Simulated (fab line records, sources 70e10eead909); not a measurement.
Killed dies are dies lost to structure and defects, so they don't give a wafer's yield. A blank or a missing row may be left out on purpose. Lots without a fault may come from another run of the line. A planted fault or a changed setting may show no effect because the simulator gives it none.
Which tool did it? | flow nand_harc | 12 lots, 33 wafers sampled, at 5 steps of a route of 1159

WHAT THE GAUGES READ, wafer by wafer
NHARC_END_SORT_01. Usual: defect_limited_yield 95.3 %, standard deviation 1.3; killed_at_array 28, standard deviation 9.1; killed_at_other 0.6, standard deviation 0.87; killed_at_periphery 3.4, standard deviation 2.7; killed_dies 32, standard deviation 9; killed_open 3.2, standard deviation 1.9; killed_short 2.0, standard deviation 1.3; sort_bin_2_pct 1.5 %, standard deviation 0.57; sort_bin_3_pct 0.26 %, standard deviation 0.22; sort_bin_4_pct 2.9 %, standard deviation 0.91; sort_n_pass 645, standard deviation 9; sort_rim_yield_pct 93 %, standard deviation 3.3; sort_yield_pct 95.3 %, standard deviation 1.3.
lot  | measured     | on        | defect_limited_yield (%) | killed_at_array | killed_at_other | killed_at_periphery | killed_dies | killed_open | killed_short | sort_bin_2_pct (%) | sort_bin_3_pct (%) | sort_bin_4_pct (%) | sort_n_pass | sort_rim_yield_pct (%) | sort_yield_pct (%) | flag
L453 | day 25 11:58 | prober-02 | 94.4 95.0 96.5           | 33 29 20        | 1 0 0           | 4 5 4               | 38 34 24    | 5 2 2       | 4 3 4        | 1.8 1.5 2.1        | 0.30 0 0.15        | 3.5 3.5 1.3        | 639 643 653 | 95 96 95               | 94.4 95.0 96.5     |
L455 | day 25 04:08 | prober-02 | 93.4 91.4 92.9           | 40 54 44        | 2 0 0           | 3 4 4               | 45 58 48    | 5 5 0       | 0 2 3        | 2.7 2.7 3.5        | 0.44 0.44 0.15     | 3.5 5.5 3.4        | 632 619 629 | 85 92 85               | 93.4 91.4 92.9     |

WHICH TOOL RAN EACH LOT (tool, then ch and the chambers of the sampled wafers, then the start)
lot  | NHARC_P_BONDPAD_CMP_32        | NHARC_P_BONDPAD_ETCH_12                       | NHARC_P_BONDPAD_ETCH_24            | NHARC_P_BONDPAD_ANNEAL_28
L439 | cmp-01 ch 0,1,3, day 6 21:06  | rie_diel-07 ch 0,1,3, day 6 22:32 or earlier  | rie_diel-07 ch 0,1,2, day 6 22:32  | rtp_anneal-01 ch 0, day 6 23:41
L440 | cmp-04 ch 1, day 7 08:42      | rie_diel-07 ch 2,3, day 7 10:18 or earlier    | rie_diel-07 ch 0,2, day 7 10:18    | rtp_anneal-02 ch 0, day 7 11:35
L441 | cmp-01 ch 0,1,2, day 7 12:34  | rie_diel-09 ch 0,1,2, day 7 14:06 or earlier  | rie_diel-05 ch 0,1,2, day 7 14:06  | rtp_anneal-02 ch 0, day 7 15:14
L442 | cmp-04 ch 1,3, day 8 01:03    | rie_diel-07 ch 0,1, day 8 02:38 or earlier    | rie_diel-07 ch 1,2, day 8 02:38    | rtp_anneal-02 ch 0, day 8 03:50
L443 | cmp-01 ch 1,3, day 8 07:06    | rie_diel-07 ch 0,1, day 8 08:36 or earlier    | rie_diel-07 ch 2, day 8 08:36      | rtp_anneal-01 ch 0, day 8 09:53
L452 | cmp-01 ch 0,2,3, day 10 11:26 | rie_diel-05 ch 0,2,3, day 10 13:02 or earlier | rie_diel-05 ch 1,2,3, day 10 13:02 | rtp_anneal-02 ch 0, day 10 14:17
L453 | cmp-03 ch 0,1,3, day 10 15:40 | rie_diel-05 ch 0,1, day 10 17:56 or earlier   | rie_diel-09 ch 0,2,3, day 10 17:56 | rtp_anneal-01 ch 0, day 10 19:05
L454 | cmp-04 ch 0,2,3, day 10 18:43 | rie_diel-05 ch 0,2,3, day 10 20:27 or earlier | rie_diel-05 ch 0,1,3, day 10 20:27 | rtp_anneal-01 ch 0, day 10 21:34
L455 | cmp-03 ch 0,1,2, day 10 21:45 | rie_diel-07 ch 0,3, day 10 23:19 or earlier   | rie_diel-05 ch 0,1,2, day 10 23:19 | rtp_anneal-01 ch 0, day 11 00:30
L457 | cmp-04 ch 1,2, day 11 09:01   | rie_diel-07 ch 0,1, day 11 10:32 or earlier   | rie_diel-07 ch 0,1, day 11 10:32   | rtp_anneal-02 ch 0, day 11 11:41
L458 | cmp-01 ch 0,1,3, day 11 16:44 | rie_diel-07 ch 0,2,3, day 11 18:19 or earlier | rie_diel-07 ch 1,2,3, day 11 18:19 | rtp_anneal-02 ch 0, day 11 19:27
L459 | cmp-04 ch 0,3, day 12 01:52   | rie_diel-07 ch 0,2,3, day 12 03:19 or earlier | rie_diel-07 ch 0,2, day 12 03:19   | rtp_anneal-01 ch 0, day 12 04:29
- NHARC_P_BONDPAD_CMP_32: polishes SiCN, target thk 200 nm.
- NHARC_P_BONDPAD_ETCH_12: etches the open film in CHF3/O2, target depth 200 nm, time 100 s.
- NHARC_P_BONDPAD_ETCH_24: etches the open film in CF4/N2, target depth 30 nm, time 72.99 s.
- NHARC_P_BONDPAD_ANNEAL_28: time 90 s.

WHAT THE TOOLS THEMSELVES READ (means of the sampled wafers that have a number; where no wafer has one, the mark that the record gives instead)
NHARC_P_BONDPAD_CMP_32. Usual: motor_current_A 12.0 A, standard deviation 0.83; slurry_filter_dp_kPa 13.49 kPa, standard deviation 0.15.
lot  | tool   | motor_current_A (A) | slurry_filter_dp_kPa (kPa) | flag
L439 | cmp-01 | 12.1                | 13.48                      |
L440 | cmp-04 | 13.0                | 13.59                      |
L441 | cmp-01 | 12.7                | 13.38                      |
L442 | cmp-04 | 12.1                | 13.47                      |
L443 | cmp-01 | 11.4                | 13.46                      |
L452 | cmp-01 | 12.3                | 13.38                      |
L453 | cmp-03 | 11.3                | 13.57                      |
L454 | cmp-04 | 11.8                | 13.53                      |
L455 | cmp-03 | 11.9                | 13.67                      |
L457 | cmp-04 | 11.7                | 13.63                      |
L458 | cmp-01 | 11.9                | 13.56                      |
L459 | cmp-04 | 12.0                | 13.53                      |

NHARC_P_BONDPAD_ETCH_12. Usual: drypump_motor_current_A 5.9 A, standard deviation 0.43; o2_flow_sccm 10.001 sccm, standard deviation 0.028; oes_product_au 0.945 a.u., standard deviation 0.025; rf_fwd_power_W 496.4 W, standard deviation 1.6; rf_vpp_V 369.7 V, standard deviation 1.8; showerhead_plenum_p_Torr 2.36 Torr, standard deviation 0.075; throttle_valve_pct 20.571 %, standard deviation 0.0092.
lot  | tool        | drypump_motor_current_A (A) | o2_flow_sccm (sccm) | oes_product_au (a.u.) | rf_fwd_power_W (W) | rf_vpp_V (V) | showerhead_plenum_p_Torr (Torr) | throttle_valve_pct (%) | flag
L439 | rie_diel-07 | 6.0                         | 9.995               | 0.924                 | 496.9              | 368.8        | 2.32                            | 20.567                 |
L440 | rie_diel-07 | 6.2                         | 10.043              | 0.968                 | 496.2              | 369.4        | 2.34                            | 20.560                 |
L441 | rie_diel-09 | 5.7                         | 9.971               | 0.919                 | 496.3              | 372.6        | 2.49                            | 20.574                 |
L442 | rie_diel-07 | 5.8                         | 9.999               | 0.957                 | 494.8              | 368.9        | 2.30                            | 20.570                 |
L443 | rie_diel-07 | 5.8                         | 9.995               | 0.979                 | 496.4              | 368.9        | 2.30                            | 20.566                 |
L452 | rie_diel-05 | 6.1                         | 10.006              | 0.977                 | 496.9              | 369.3        | 2.34                            | 20.568                 |
L453 | rie_diel-05 | 5.6                         | 9.998               | 0.955                 | 495.7              | 371.2        | 2.41                            | 20.576                 |
L454 | rie_diel-05 | 6.1                         | 10.017              | 0.948                 | 496.9              | 369.8        | 2.34                            | 20.573                 |
L455 | rie_diel-07 | 6.1                         | 10.000              | 0.971                 | 495.9              | 369.3        | 2.34                            | 20.564                 |
L457 | rie_diel-07 | 5.8                         | 10.001              | 0.967                 | 495.9              | 368.3        | 2.28                            | 20.564                 |
L458 | rie_diel-07 | 6.1                         | 9.969               | 0.925                 | 496.9              | 370.2        | 2.34                            | 20.572                 |
L459 | rie_diel-07 | 6.0                         | 10.030              | 0.970                 | 496.9              | 368.6        | 2.34                            | 20.578                 |

NHARC_P_BONDPAD_ETCH_24. Usual: drypump_motor_current_A 5.9 A, standard deviation 0.49; oes_product_au 1.003 a.u., standard deviation 0.01; rf_fwd_power_W 297.1 W, standard deviation 1; rf_vpp_V 313.4 V, standard deviation 1.6; showerhead_plenum_p_Torr 2.58 Torr, standard deviation 0.086; throttle_valve_pct 19.794 %, standard deviation 0.0089.
lot  | tool        | drypump_motor_current_A (A) | oes_product_au (a.u.) | rf_fwd_power_W (W) | rf_vpp_V (V) | showerhead_plenum_p_Torr (Torr) | throttle_valve_pct (%) | flag
L439 | rie_diel-07 | 5.9                         | 1.007                 | 297.2              | 312.7        | 2.53                            | 19.788                 |
L440 | rie_diel-07 | 5.9                         | 0.934                 | 296.9              | 312.9        | 2.56                            | 19.791                 | OFF
L441 | rie_diel-05 | 5.7                         | 0.997                 | 296.9              | 314.2        | 2.64                            | 19.799                 |
L442 | rie_diel-07 | 5.9                         | 0.849                 | 297.3              | 312.2        | 2.50                            | 19.785                 | OFF
L443 | rie_diel-07 | 6.2                         | 0.929                 | 297.1              | 312.5        | 2.55                            | 19.797                 | OFF
L452 | rie_diel-05 | 5.7                         | 1.009                 | 296.2              | 314.1        | 2.63                            | 19.792                 |
L453 | rie_diel-09 | 5.4                         | 0.992                 | 297.1              | 315.4        | 2.70                            | 19.795                 |
L454 | rie_diel-05 | 6.1                         | 1.001                 | 297.5              | 312.6        | 2.58                            | 19.797                 |
L455 | rie_diel-05 | 5.7                         | 1.006                 | 297.8              | 314.0        | 2.63                            | 19.796                 |
L457 | rie_diel-07 | 5.8                         | 1.004                 | 296.1              | 311.7        | 2.49                            | 19.789                 |
L458 | rie_diel-07 | 6.1                         | 0.997                 | 296.7              | 311.7        | 2.52                            | 19.793                 |
L459 | rie_diel-07 | 6.0                         | 1.007                 | 297.1              | 313.4        | 2.56                            | 19.787                 |

NHARC_P_BONDPAD_ANNEAL_28. Usual: anneal_temp_c_max 225.9, standard deviation 0.41; wafer_temp_C_max 226.2, standard deviation 0.4.
lot  | tool          | anneal_temp_c_max | wafer_temp_C_max | flag
L439 | rtp_anneal-01 | 225.6             | 226.0            |
L440 | rtp_anneal-02 | 226.0             | 226.6            |
L441 | rtp_anneal-02 | 226.5             | 226.7            |
L442 | rtp_anneal-02 | 226.1             | 226.4            |
L443 | rtp_anneal-01 | 225.8             | 225.9            |
L452 | rtp_anneal-02 | 226.3             | 226.5            |
L453 | rtp_anneal-01 | 225.7             | 226.0            |
L454 | rtp_anneal-01 | 225.6             | 226.0            |
L455 | rtp_anneal-01 | 225.5             | 225.7            |
L457 | rtp_anneal-02 | 226.3             | 226.2            |
L458 | rtp_anneal-02 | 226.2             | 226.6            |
L459 | rtp_anneal-01 | 225.5             | 225.9            |

THE ANSWER, worked out from the rows above alone
Rule: a lot is off if the mean of its wafers that have a number lies more than 3 standard deviations from the usual mean. A lot without any number at a reading at which 4 lots or more have one is off too. The other lots that the step has rows for count as sound. The gauges are gone through in route order, then the tools' own readings, and for those a lot's mean is taken as printed above. The first step at which some lot is off is used, and at that step the reading that is off furthest; a lot without a number counts as furthest.
Off: L440, L442, L443, at NHARC_P_BONDPAD_ETCH_24 (oes_product_au).
A tool fits if, at that step or a process step before it, it ran every lot that is off, and no sound lot after the first of them. NHARC_P_BONDPAD_ETCH_12 gives no start for some lots, so the hours and the order of its lots are those of NHARC_P_BONDPAD_ETCH_24. None of those tried fits.

WHAT THE SIMULATOR HAD PUT IN
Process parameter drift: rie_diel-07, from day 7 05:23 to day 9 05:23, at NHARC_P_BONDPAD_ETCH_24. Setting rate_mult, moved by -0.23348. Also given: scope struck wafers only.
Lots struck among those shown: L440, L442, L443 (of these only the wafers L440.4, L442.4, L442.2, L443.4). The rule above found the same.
